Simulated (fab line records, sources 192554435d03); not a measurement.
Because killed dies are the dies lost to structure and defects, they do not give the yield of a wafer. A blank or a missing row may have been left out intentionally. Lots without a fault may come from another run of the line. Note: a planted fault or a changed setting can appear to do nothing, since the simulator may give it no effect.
Chamber matching -- flow n5Finfet -- N5_BEOL_M9_STRIP_36 on rieDiel-04: 4 sister chambers
The step strips in N2/H2. 4 wafers are shown with their chamber, then 9 later ones without.

WAFERS PAIRED WITH THEIR CHAMBERS
wafer,chamber,drypumpMotorCurrentA (A)
L082.4,2,5.7
L082.6,1,6.1
L083.4,3,6.0
L083.5,0,4.7

WAFERS WHOSE CHAMBER IS MISSING
wafer,drypumpMotorCurrentA (A)
L084.3,6.1
L084.4,4.7
L084.6,5.7
L089.1,5.8
L089.5,5.7
L089.6,4.7
L094.1,5.9
L094.2,4.7
L094.3,6.1

THE CHAMBER EACH PASSED THROUGH
wafer,from the rows above,in truth
L084.3,1,1
L084.4,0,0
L084.6,2,2
L089.1,2,2
L089.5,2,2
L089.6,0,0
L094.1,3,3
L094.2,0,0
L094.3,1,1
Correctly placed: 9 of 9. Not placeable from these rows: 0. Wrongly placed: 0.
How it was worked out, from the rows above alone: a wafer's distance from a chamber is the root of the sum, over the readings, of the square of ((its reading less the chamber's mean) divided by the reading's scatter). If the next closest chamber is less than 2 further off than the closest, the wafer can't be placed; otherwise it belongs to the closest. A chamber's mean is the mean of its shown wafers. The scatter: root of mean squared gap, hidden wafer to nearest shown wafer, with one shown wafer a chamber.
